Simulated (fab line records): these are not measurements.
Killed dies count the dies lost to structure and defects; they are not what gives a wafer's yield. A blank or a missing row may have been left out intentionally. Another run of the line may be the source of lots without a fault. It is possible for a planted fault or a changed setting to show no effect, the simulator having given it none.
What tool caused it?	flow nand_harc	Sampling: 12 lots, 36 wafers, 6 of 1302 route steps

WHAT EACH GAUGE READ, for each wafer
NHARC_A_CONTACT_INSPECT_23.
lot	measured	on	raw_defect_count
L074	day 23 01:32	defect_inspect-02	516 367 367
L077	day 23 13:21	defect_inspect-02	556 572 613
L078	day 24 07:14	defect_inspect-02	887 606 568
L082	day 26 16:28	defect_inspect-01	659 426 375
L083	day 26 23:02	defect_inspect-02	556 488 504
L085	day 27 21:05	defect_inspect-02	505 417 404
L088	day 28 12:04	defect_inspect-01	549 552 474
L087	day 28 20:13	defect_inspect-02	589 572 879
L091	day 30 05:58	defect_inspect-01	603 524 668
L093	day 31 15:29	defect_inspect-02	489 557 544
L095	day 31 17:25	defect_inspect-01	312 558 456
L097	day 32 14:57	defect_inspect-01	550 617 689

WHAT TOOL EACH LOT RAN ON (gives the tool, then ch and the chambers of the sampled wafers, and finally the start)
lot	NHARC_A_CONTACT_DESCUM_74	NHARC_A_CONTACT_DEP_84	NHARC_A_CONTACT_ETCH_137	NHARC_A_CONTACT_ETCH_98	NHARC_A_CONTACT_ETCH_110
L074	rie_diel-09 ch 2,3, day 22 12:16	acl_dep-02 ch 0, day 22 17:58	har_cap_etch-02 ch 0,1, day 22 21:52	rie_diel-09 ch 0,2,3, day 22 23:23 or earlier	rie_diel-09 ch 2,3, day 22 23:23
L077	rie_diel-09 ch 1,3, day 22 23:39	acl_dep-02 ch 0, day 23 05:00	har_cap_etch-03 ch 0,1, day 23 09:34	rie_diel-09 ch 0,1,3, day 23 11:08 or earlier	rie_diel-09 ch 0,2,3, day 23 11:08
L078	rie_diel-04 ch 0,2,3, day 23 14:11	acl_dep-01 ch 0, day 23 23:04	har_cap_etch-01 ch 0,1, day 24 03:13	rie_diel-09 ch 0,1,3, day 24 05:01 or earlier	rie_diel-09 ch 1,2,3, day 24 05:01
L082	rie_diel-09 ch 0,1,2, day 26 01:44	acl_dep-01 ch 0, day 26 08:04	har_cap_etch-01 ch 0,1, day 26 12:38	rie_diel-07 ch 0,1,3, day 26 14:16 or earlier	rie_diel-07 ch 0,2, day 26 14:16
L083	rie_diel-09 ch 0,2,3, day 26 05:19	acl_dep-03 ch 0, day 26 14:45	har_cap_etch-02 ch 0,1, day 26 19:18	rie_diel-07 ch 0,3, day 26 20:55 or earlier	rie_diel-07 ch 0,2, day 26 20:55
L085	rie_diel-07 ch 0,3, day 27 05:14	acl_dep-02 ch 0, day 27 12:28	har_cap_etch-02 ch 0,1, day 27 17:00	rie_diel-07 ch 2,3, day 27 18:28	rie_diel-04 ch 0,3, day 27 18:55
L088	rie_diel-09 ch 0,3, day 27 22:21	acl_dep-02 ch 0, day 28 04:03	har_cap_etch-03 ch 0,1, day 28 08:22	rie_diel-04 ch 0,1, day 28 09:57 or earlier	rie_diel-09 ch 0,1,3, day 28 09:57
L087	rie_diel-04 ch 1,2,3, day 28 04:54	acl_dep-03 ch 0, day 28 11:35	har_cap_etch-03 ch 0, day 28 16:28	rie_diel-07 ch 0,1,3, day 28 18:04 or earlier	rie_diel-07 ch 0,3, day 28 18:04
L091	rie_diel-04 ch 1,3, day 29 16:33	acl_dep-01 ch 0, day 29 22:07	har_cap_etch-01 ch 0,1, day 30 02:13	rie_diel-09 ch 0,1,3, day 30 03:50 or earlier	rie_diel-09 ch 0,3, day 30 03:50
L093	rie_diel-09 ch 0,2,3, day 31 02:04	acl_dep-01 ch 0, day 31 07:10	har_cap_etch-03 ch 0,1, day 31 11:34	rie_diel-09 ch 1,2, day 31 13:18 or earlier	rie_diel-09 ch 0,1,2, day 31 13:18
L095	rie_diel-09 ch 0,1,2, day 31 03:50	acl_dep-03 ch 0, day 31 08:59	har_cap_etch-03 ch 1, day 31 13:40	rie_diel-07 ch 0,2, day 31 15:16 or earlier	rie_diel-09 ch 0,1, day 31 15:16
L097	rie_diel-07 ch 0,1,2, day 31 18:16	acl_dep-03 ch 0, day 32 06:46	har_cap_etch-03 ch 0,1, day 32 11:09	rie_diel-04 ch 0,1,2, day 32 12:47 or earlier	rie_diel-04 ch 0,1,3, day 32 12:47
- NHARC_A_CONTACT_DESCUM_74: chemistry O2, time 3 s.
- NHARC_A_CONTACT_DEP_84: deposits aC, target thk 2800 nm.
- NHARC_A_CONTACT_ETCH_137: etches the open film in C4F8/O2/Ar, time 311 s, target depth 1912 nm.
- NHARC_A_CONTACT_ETCH_98: etches the open film in C4F6/O2, target depth 20 nm, time 10 s.
- NHARC_A_CONTACT_ETCH_110: etches the open film in CF4/O2, target depth 60 nm, overetch 6 nm, time 33 s.

THE ANSWER, worked out from the rows above alone
Rule: what is usual is taken from the lots themselves. Put in order of their means at a reading, lots are off if they are a third of the lots or fewer, leave a main group of 4 or more, and stand apart from it by a gap of 3 or more times the standard deviation of the main group's means; of several such gaps the widest counts. A main group is skipped when, at the precision printed for the reading in the tables above, its means are all equal. A lot without any number at a reading at which 4 lots or more have one is off too. Where the step has rows for the other lots, those lots are counted as sound.
No lot is off at any reading shown: from this, nothing can be told.

WHAT THE SIMULATOR HAD PUT IN
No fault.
